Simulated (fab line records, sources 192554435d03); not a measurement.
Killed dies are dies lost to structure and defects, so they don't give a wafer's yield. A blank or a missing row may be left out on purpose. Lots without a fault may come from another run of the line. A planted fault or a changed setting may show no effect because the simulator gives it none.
fab line records | flow n5_finfet
record lots=14 wafers=39 last_day=17
route steps=1938 shown SD_EPI_N@281 SD_EPI_P@321
lots that met no fault: from a run of the same line without faults
start_h: hours from the record's first day to the start of the lot's first wafer shown | wait_h: hours since the lot's step before | " the same as in the row above | L1.1+2: a row that stands for several wafers | - no value, or no start given | * or withheld: withheld | < > ~ a bound
route shown NAME@n: a module of which the file shows steps, and the number in the route of the first | usual: mean/standard deviation of fault-free wafers | same: alike in all rows | chamber/n: place in a boat | sites: the reading at each site | _std_site: their standard deviation | _edge_site: outer sites' mean less inner sites' | radius_mm: how far each site lies from the wafer's centre | mask NAME#n: copy n | behind: the tool/chamber that last shaped the wafer | hold: why the lot was held/for how many hours/how that ended | device: the transistor (n, p or np) that didn't switch | end of line: the same wafers' tests at the end of the route | a step without rows: its recipe alone | killed: dies lost to structure and defects at the first sort, not the wafer's yield | map: a wafer's dies, x killed, . not, _ none there
set.NAME: the setting as run; set.NAME@STEP: as run at that earlier step | model.NAME: the simulator's own value behind a step, which no gauge read
steps of the route over a sample of lots; a table a step, a row a wafer
services: from which hour (start_h, from the record's first day; less than 0 if before it) a tool's chamber was out of use, for how many hours, and why
## steps
# step N5_SD_EPI_N_SD_RECESS_17
# recipe chemistry=HBr/Cl2/O2 target_depth_a=410 mask_material=SOC time_s=23.7 bt_time_s=3 pressure_mtorr=10 icp_w=800 bias_w=112 HBr_flow_sccm=150 Cl2_flow_sccm=80 O2_flow_sccm=12
# usual drypump_motor_current_A=5.8/0.51 oes_product_au=1.010/0.016 rf_fwd_power_W=795.8/2.7 throttle_valve_pct=37.1/0.42
# columns lot.wafer tool chamber start_h wait_h drypump_motor_current_A oes_product_au rf_fwd_power_W rf_hours_counter_h throttle_valve_pct
L148.1 rie_si-03 3 49.93 0.0 6.3 1.018 794.6 53 36.8
L148.2 " 1 " " 6.0 1.007 792.6 130 37.2
L148.3 " 2 " " 6.4 1.004 794.9 28 37.5
L149.2 rie_si-05 3 55.55 0.0 6.6 0.985 800.4 155 37.2
L149.3 " 0 " " 5.5 1.013 797.5 72 37.6
L149.6 " 0 " " 5.5 1.007 796.1 - 37.6
L150.2 rie_si-05 1 62.96 0.0 5.6 1.015 793.9 184 36.6
L150.5 " 2 " " 6.0 1.034 795.8 - 37.3
L150.6 " 1 " " 5.6 1.006 791.7 - 36.6
L151.1 rie_si-05 3 69.23 0.0 6.6 0.990 801.0 155 37.2
L151.2 " 0 " " 5.5 1.010 802.7 72 37.6
L151.5 " 2 " " 6.0 1.037 793.2 - 37.3
L152.2 rie_si-02 3 71.89 0.0 5.1 1.009 793.7 157 37.6
L152.4 " 0 " " 5.4 0.988 794.2 43 37.3
L152.6 " 1 " " 5.0 0.984 793.1 - 36.8
L153.1 rie_si-03 2 79.14 0.0 6.4 1.010 797.3 29 37.5
L153.2 " 3 " " 6.3 1.017 795.9 54 36.9
L153.4 " 1 " " 6.0 1.008 795.0 130 37.2
L156.2 rie_si-02 2 101.31 0.0 6.3 1.025 794.4 63 36.0
L156.3 " 3 " " 5.0 1.017 797.8 158 37.6
L156.6 " 1 " " 4.9 0.981 800.3 - 36.8
L160.2 rie_si-03 0 121.45 0.0 5.5 1.023 795.7 8 36.8
L160.3 " 2 " " 6.4 1.010 797.4 29 37.5
L161.4 rie_si-05 3 129.71 0.0 6.6 0.988 796.5 156 37.2
L161.6 " 0 " " 5.5 1.011 797.4 - 37.7
L164.4 rie_si-05 2 146.39 0.0 6.0 1.037 792.8 10 37.3
L164.5 " 1 " " 5.6 1.007 789.0 - 36.6
L164.6 " 0 " " 5.5 1.012 795.9 - 37.6
L165.1 rie_si-02 0 152.15 0.0 5.4 0.988 796.3 44 37.3
L165.2 " 1 " " 5.0 0.994 795.4 48 36.8
L167.1 rie_si-02 1 164.36 0.0 5.0 0.979 798.4 48 36.8
L167.3 " 2 " " 6.2 1.033 798.5 64 36.0
L167.4 " 3 " " 5.0 1.006 793.2 159 37.6
L168.4 rie_si-03 0 168.65 0.0 5.4 1.021 795.4 8 36.8
L168.5 " 1 " " 6.0 1.006 789.7 - 37.2
L168.6 " 0 " " 5.5 1.024 794.1 - 36.9
L170.1 rie_si-03 1 184.07 0.0 6.0 0.997 798.0 132 37.2
L170.2 " 0 " " 5.4 1.025 797.5 9 36.8
L170.3 " 2 " " 6.3 1.009 797.2 31 37.5
# step N5_SD_EPI_N_VAPOR_ETCH_50
# recipe chemistry=HCl target=Si temp_c=775 time_s=54 pressure_torr=20 mode=isotropic
# usual throttle_valve_pct=12.2/0.35
# columns lot.wafer tool chamber start_h wait_h throttle_valve_pct
L148.1 epi_rpcvd-03 0 50.74 0.3 12.4
L148.2 " 0 " " 12.6
L148.3 " 0 " " 12.8
L149.2 epi_rpcvd-04 0 56.39 0.3 11.9
L149.3 " 0 " " 11.8
L149.6 " 0 " " 11.9
L150.2 epi_rpcvd-01 0 63.80 0.3 11.8
L150.5 " 0 " " 12.0
L150.6 " 0 " " 11.9
L151.1 epi_rpcvd-01 0 70.03 0.3 12.1
L151.2 " 0 " " 11.8
L151.5 " 0 " " 12.1
L152.2 epi_rpcvd-03 0 72.72 0.3 12.5
L152.4 " 0 " " 12.4
L152.6 " 0 " " 12.5
L153.1 epi_rpcvd-03 0 79.95 0.3 12.5
L153.2 " 0 " " 12.5
L153.4 " 0 " " 12.6
L156.2 epi_rpcvd-04 0 102.27 0.3 11.8
L156.3 " 0 " " 11.8
L156.6 " 0 " " 11.9
L160.2 epi_rpcvd-01 0 122.41 0.4 12.2
L160.3 " 0 " " 12.1
L161.4 epi_rpcvd-03 0 130.96 0.4 12.4
L161.6 " 0 " " 12.4
L164.4 epi_rpcvd-03 0 147.45 0.3 12.7
L164.5 " 0 " " 12.1
L164.6 " 0 " " 12.5
L165.1 epi_rpcvd-01 0 152.96 0.3 12.1
L165.2 " 0 " " 11.8
L167.1 epi_rpcvd-01 0 165.17 0.3 11.8
L167.3 " 0 " " 12.3
L167.4 " 0 " " 12.0
L168.4 epi_rpcvd-01 0 169.55 0.2 12.0
L168.5 " 0 " " 12.0
L168.6 " 0 " " 11.7
L170.1 epi_rpcvd-04 0 185.12 0.3 11.7
L170.2 " 0 " " 11.7
L170.3 " 0 " " 11.9
# step N5_SD_EPI_N_LINER_46
# recipe material=SiNx target_thk_a=30 temp_c=400 ald_precursor_family=SiH2I2 ald_co_reactant=N2/H2-plasma pressure_torr=2
# usual heater_power_w=799/110
# columns lot.wafer tool chamber start_h wait_h heater_power_w
L148.1 ald_sin-02 0 53.02 0.2 937
L148.2 " 1 " " 705
L148.3 " 2 " " 731
L149.2 ald_sin-01 3 58.66 0.2 741
L149.3 " 2 " " 1019
L149.6 " 3 " " 743
L150.2 ald_sin-01 1 66.05 0.2 694
L150.5 " 1 " " 707
L150.6 " 2 " " 1013
L151.1 ald_sin-02 0 72.24 0.2 951
L151.2 " 2 " " 740
L151.5 " 0 " " 982
L152.2 ald_sin-04 0 74.91 0.1 936
L152.4 " 3 " " 734
L152.6 " 3 " " 722
L153.1 ald_sin-01 2 83.25 1.3 994
L153.2 " 3 " " 730
L153.4 " 1 " " 682
L156.2 ald_sin-01 2 104.65 0.4 1041
L156.3 " 3 " " 746
L156.6 " 2 " " 969
L160.2 ald_sin-01 2 125.20 0.1 994
L160.3 " 0 " " 724
L161.4 ald_sin-04 3 134.54 0.1 726
L161.6 " 1 " " 820
L164.4 ald_sin-02 1 150.15 0.1 721
L164.5 " 1 " " 705
L164.6 " 0 " " 949
L165.1 ald_sin-02 0 155.26 0.3 958
L165.2 " 2 " " 744
L167.1 ald_sin-04 0 167.41 0.2 937
L167.3 " 3 " " 716
L167.4 " 2 " " 825
L168.4 ald_sin-02 2 171.66 0.1 739
L168.5 " 0 " " 941
L168.6 " 1 " " 689
L170.1 ald_sin-01 0 187.76 0.6 723
L170.2 " 2 " " 1013
L170.3 " 3 " " 740
# step N5_SD_EPI_P_EPI_21
# recipe material=SiGe:B dopant=B temp_c=550 pressure_torr=20 ambient=H2 time_s=355
# usual epi_growth_time_s=355/0
# columns lot.wafer tool chamber start_h wait_h epi_growth_time_s
L148.1 epi_rpcvd-03 0 55.10 0.1 355
L148.2 " 0 " " 355
L148.3 " 0 " " 355
L149.2 epi_rpcvd-03 0 61.12 0.5 355
L149.3 " 0 " " 355
L149.6 " 0 62.56 1.8 355
L150.2 epi_rpcvd-03 0 68.49 0.5 355
L150.5 " 0 69.57 1.5 355
L150.6 " 0 " " 355
L151.1 epi_rpcvd-02 0 74.19 0.1 355
L151.2 " 0 " " 355
L151.5 " 0 75.63 1.5 355
L152.2 epi_rpcvd-04 0 77.36 0.5 355
L152.4 " 0 " " 355
L152.6 " 0 " " 355
L153.1 epi_rpcvd-04 0 85.27 0.1 355
L153.2 " 0 " " 355
L153.4 " 0 " " 355
L156.2 epi_rpcvd-04 0 107.09 0.5 355
L156.3 " 0 " " 355
L156.6 " 0 108.53 1.8 355
L160.2 epi_rpcvd-04 0 127.64 0.5 355
L160.3 " 0 " " 355
L161.4 epi_rpcvd-03 0 138.25 1.5 355
L161.6 " 0 " " 594.26
L164.4 epi_rpcvd-03 0 154.25 1.5 355
L164.5 " 0 " " 355
L164.6 " 0 " " 594.26
L165.1 epi_rpcvd-02 0 157.47 0.2 355
L165.2 " 0 " " 355
L167.1 epi_rpcvd-02 0 169.49 0.2 355
L167.3 " 0 " " 355
L167.4 " 0 " " 355
L168.4 epi_rpcvd-04 0 174.83 1.1 355
L168.5 " 0 " " 355
L168.6 " 0 " " 355
L170.1 epi_rpcvd-04 0 189.84 0.2 355
L170.2 " 0 " " 355
L170.3 " 0 " " 355
# step N5_SD_EPI_P_EPI_MEAS_23
# recipe mode=xrd
# usual thk_nm=60.8/1.4
# columns lot.wafer tool chamber start_h wait_h thk_nm
L148.1 film_metro-02 - 57.30 1.8 62.1
L148.2 " - " " 62.5
L148.3 " - " " 63.4
L149.2 film_metro-01 - 62.96 1.5 60.0
L149.3 " - " " 61.1
L149.6 " - " " 61.6
L150.2 film_metro-01 - 70.33 1.5 62.7
L150.5 " - " " 60.2
L150.6 " - " " 62.8
L151.1 film_metro-02 - 76.41 1.9 63.0
L151.2 " - " " 61.5
L151.5 " - " " 62.5
L152.2 film_metro-02 - 79.20 1.5 61.9
L152.4 " - " " 61.5
L152.6 " - " " 62.2
L153.1 film_metro-02 - 87.46 1.8 60.9
L153.2 " - " " 61.8
L153.4 " - " " 63.2
L156.2 film_metro-02 - 108.93 1.5 61.8
L156.3 " - " " 62.6
L156.6 " - " " 61.2
L160.2 film_metro-02 - 129.48 1.5 62.2
L160.3 " - " " 60.8
L161.4 film_metro-02 - 139.73 1.0 61.6
L161.6 " - " " 86.3
L164.4 film_metro-01 - 155.75 1.0 58.6
L164.5 " - " " 59.9
L164.6 " - " " 84.9
L165.1 film_metro-02 - 160.39 2.4 62.0
L165.2 " - " " 61.2
L167.1 film_metro-01 - 172.41 2.4 62.1
L167.3 " - " " 59.5
L167.4 " - " " 62.2
L168.4 film_metro-01 - 175.95 0.8 62.8
L168.5 " - " " 61.2
L168.6 " - " " 60.3
L170.1 film_metro-02 - 192.76 2.4 60.0
L170.2 " - " " 60.1
L170.3 " - " " 58.5
## services
# columns tool chamber start_h hours kind
ald_sin-01 2 29.49 15.1 repair
rie_si-02 - 35.56 14.6 pm
ald_sin-02 2 37.51 3.5 repair
ald_sin-01 0 48.15 11.9 repair
ald_sin-04 - 48.41 6.0 pm
ald_sin-02 - 70.28 0.8 pm
epi_rpcvd-01 - 80.55 14.6 pm
ald_sin-02 1 93.30 6.1 repair
epi_rpcvd-01 - 95.15 2.8 pm
ald_sin-01 1 97.47 2.0 repair
rie_si-03 - 165.91 1.0 repair
ald_sin-04 - 176.75 14.0 pm
ald_sin-04 0 176.75 14.0 vent_cycle
ald_sin-04 1 176.75 14.0 vent_cycle
ald_sin-04 2 176.75 14.0 vent_cycle
ald_sin-04 3 176.75 14.0 vent_cycle
ald_sin-01 - 179.83 6.1 pm
ald_sin-02 0 181.20 4.4 repair
ald_sin-04 0 190.75 - clean
ald_sin-04 1 190.75 - clean
ald_sin-04 2 190.75 - clean
ald_sin-04 3 190.75 - clean
## key
first_sign step=N5_SD_EPI_P_EPI_21 reading=epi_growth_time_s direction=up sigmas=99+ usual=* struck=*
effect step=N5_SD_EPI_P_EPI_MEAS_23 reading=thk_nm direction=up sigmas=18 usual=* struck=*
met_at N5_SD_EPI_P_EPI_21
struck_lots L161,L164
struck_wafers L161.6,L164.6
sort_left_out L161.6,L164.6
tester_left_out L161,L164
not_acting_at N5_SD_EPI_N_SD_RECESS_17,N5_SD_EPI_N_VAPOR_ETCH_50,N5_SD_EPI_N_LINER_46
onset_between 68.49 138.25
fault kind=process_parameter_drift tool=epi_rpcvd-03 chamber=- onset_h=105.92 steps=N5_SD_EPI_P_EPI_21 channel=epi_growth_time_s offset=* shape=step end_h=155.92 scope=struck_wafers_only acts_in=* stated=*
# tester_left_out: of these lots the tester's yield and bins aren't shown, on N5 and GAA mostly nor the transistor test; their killed dies are dies lost to structure and defects alone, not to doping, threshold or leakage, so they don't give the yield
# sort_left_out: the simulated sort isn't trusted on such a fault, so these wafers' sort isn't shown, and their yield isn't known
